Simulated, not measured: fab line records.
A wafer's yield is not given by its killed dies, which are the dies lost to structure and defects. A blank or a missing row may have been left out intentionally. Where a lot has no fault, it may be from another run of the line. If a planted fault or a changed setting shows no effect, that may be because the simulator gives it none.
A lot that was struck, set against a sound lot :: flow n5_finfet :: 26 out of 1938 route steps
Sound: these wafers, L810.2, L810.3, L810.5. Wafers struck: L823.1, L823.4, L823.6. The cause is given at the end.
Order at every step that has rows: each side's tool, ch and its chambers, its first start. Under that, the readings that differ: sound wafers :: struck wafers :: difference of the means :: sigmas: that difference in standard deviations of wafers without a fault.
alike: words and numbers the same on both sides, and readings whose means are apart by under 2 such deviations; not compared: readings that were withheld, readings missing a value for some wafer, numbers with overlapping values and no deviation given by the record, and bounds like >300 which may hide the same value.
The two part at a step that has a row with sigmas, a row that says differs or no value, or rows on one side only. Numbers that have no deviation but don't overlap get no sigmas and don't part them. Lack of a reading on every wafer of one side parts them only where that side has two or more wafers.

first, 1 step without rows for these wafers: N5_BEOL_M0_PRE_CLEAN_131 (time 15 s).
N5_BEOL_M0_CO_CAP_123: material Co, precursor CCTBA/H2, target thk 2 nm, time 102.1 s.
  sound on cvd_co-02 ch 0,1,2, day 7 07:33; struck on cvd_co-01 ch 0,1, day 10 10:02
  alike: heater_power_w
then, 1 step without rows for these wafers: N5_BEOL_M0_PRE_CLEAN_124 (time 15 s).
N5_BEOL_M0_DEP_125: deposits SiCN from 3MS/NH3, target thk 8 nm, time 14 s.
  sound on pecvd-04 ch 0,1, day 7 07:40; struck on pecvd-01 ch 0,1, day 10 10:09
reading: throttle_valve_pct (%)
sound: 8.6 8.2 8.8
struck: 9.8 9.7 9.5
difference: +1.1
sigmas: +2
  alike: showerhead_plenum_p_Torr
N5_BEOL_M0_RS_MEAS_126: measurement is done with a four-point probe.
  struck on film_metro-02, day 10 10:13; sound on film_metro-01, day 7 07:44
  alike: M0_RS
N5_BEOL_M0_INSPECT_127: inspects for defects (darkfield).
  struck on defect_inspect-01, day 10 10:14; sound on defect_inspect-01, day 7 07:46
  alike: raw_defect_count
then, 1 step without rows for these wafers: N5_BEOL_M1_ILD_DEP_00 (deposits SiOC from DEMS/O2, target thk 79 nm, time 15.3 s).
N5_BEOL_M1_THK_MEAS_01:
  struck on film_metro-02, day 10 10:22; sound on film_metro-02, day 7 07:52
reading: M1_ILD_THK (nm)
sound: 77.4 77.4 79.7
struck: 80.7 81.5 81.1
difference: +2.9
sigmas: +3
N5_BEOL_M1_PECVD_72: deposits SiO2 from TEOS/O2, target thk 16 nm, time 18 s.
  sound on pecvd-01 ch 0,2, day 7 07:54; struck on pecvd-01 ch 0,1, day 10 10:24
  alike: heater_power_w, showerhead_plenum_p_Torr, throttle_valve_pct
N5_BEOL_M1_HM_DEP_02: deposits TiN, target thk 20 nm.
  struck on pvd_sputter-02, day 10 10:44; sound on pvd_sputter-03, day 7 08:13
  alike: throttle_valve_pct
then, 2 steps without rows for these wafers: N5_BEOL_M1_COAT_61 (time 60 s, resist thk 60 nm); N5_BEOL_M1_COAT_62 (time 60 s, resist thk 12 nm).
N5_BEOL_M1_COAT_73: time 60 s, resist thk 5 nm.
  sound on litho_track-04 ch 0, day 7 08:21; struck on litho_track-04 ch 0, day 10 10:52
reading: spin_speed_rpm (rpm)
sound: 1501.8 1500.1 1501.0
struck: 1447.8 1447.0 1445.0
difference: -54.4
sigmas: -49
  alike: resist_line_temp_C
then, 6 steps without rows for these wafers: N5_BEOL_M1_COAT_05 (resist thk 30 nm); N5_BEOL_M1_EBR_07; N5_BEOL_M1_SOFTBAKE_06 (time 60 s); N5_BEOL_M1_EXPOSE_08 (exposes mask M1); N5_BEOL_M1_PEB_09 (peb time 60 s); N5_BEOL_M1_DEVELOP_10 (develop time 30 s).
N5_BEOL_M1_CD_MEAS_11: target cd 17.05 nm.
  sound on cd_sem-01 ch 0, day 7 08:44; struck on cd_sem-01 ch 0, day 10 11:10
  alike: cd_nm
N5_BEOL_M1_OVL_MEAS_12:
  sound on overlay-02 ch 0, day 7 08:46; struck on overlay-02 ch 0, day 10 11:11
  alike: M1_OVL
N5_BEOL_M1_INSPECT_13: inspects for defects (brightfield).
  struck on defect_inspect-02, day 10 11:15; sound on defect_inspect-02, day 7 08:50
  alike: raw_defect_count
N5_BEOL_M1_DESCUM_16: chemistry O2, time 7 s.
  sound on rie_diel-03 ch 0,1,3, day 7 08:58; struck on rie_diel-01 ch 2,3, day 10 12:03
  alike: drypump_motor_current_A, o2_flow_sccm, oes_product_au, rf_vpp_V, showerhead_plenum_p_Torr, throttle_valve_pct
  not compared: rf_hours_counter_h
N5_BEOL_M1_ETCH_74: etches underlayer in N2/H2, target depth 6.5 nm, time 5.2 s.
  sound on rie_diel-03 ch 0,1,3, day 7 08:59; struck on rie_diel-01 ch 2,3, day 10 12:05
reading: model.etch.depth_nm (nm)
sound: 5.035 5.029 5.043
struck: 5.113 5.107 5.119
difference: +0.077
sigmas: 
  alike: drypump_motor_current_A, etch_rf_on_time_s, oes_product_au, rf_vpp_V, showerhead_plenum_p_Torr, throttle_valve_pct
  not compared: rf_hours_counter_h
then, 1 step without rows for these wafers: N5_BEOL_M1_ETCH_63 (etches SiARC in CF4, target depth 15.6 nm, time 26 s).
-- a jump in the record: the struck wafers' starts before and after are 2 days apart (it breaks off in module BEOL_M1 and resumes in module BEOL_M4, where the first step shown is number 1111 of the route) --
N5_BEOL_M4_RC_MEAS_101:
  sound on prober-01 ch 0, day 9 00:02; struck on prober-02 ch 0, day 12 15:11
  alike: DIBL_N, DIBL_P, IOFF_N, IOFF_P, ION_N, ION_P, SS_N, SS_P, VT_N, VT_P

## WHERE THEY PART
First at N5_BEOL_M0_DEP_125; last, within this record, at N5_BEOL_M1_COAT_73. Later steps at which nothing parts them and some readings are alike: N5_BEOL_M1_CD_MEAS_11, N5_BEOL_M1_OVL_MEAS_12, N5_BEOL_M1_INSPECT_13, N5_BEOL_M1_DESCUM_16, N5_BEOL_M1_ETCH_74, N5_BEOL_M4_RC_MEAS_101.

WHY: what the simulator had put in
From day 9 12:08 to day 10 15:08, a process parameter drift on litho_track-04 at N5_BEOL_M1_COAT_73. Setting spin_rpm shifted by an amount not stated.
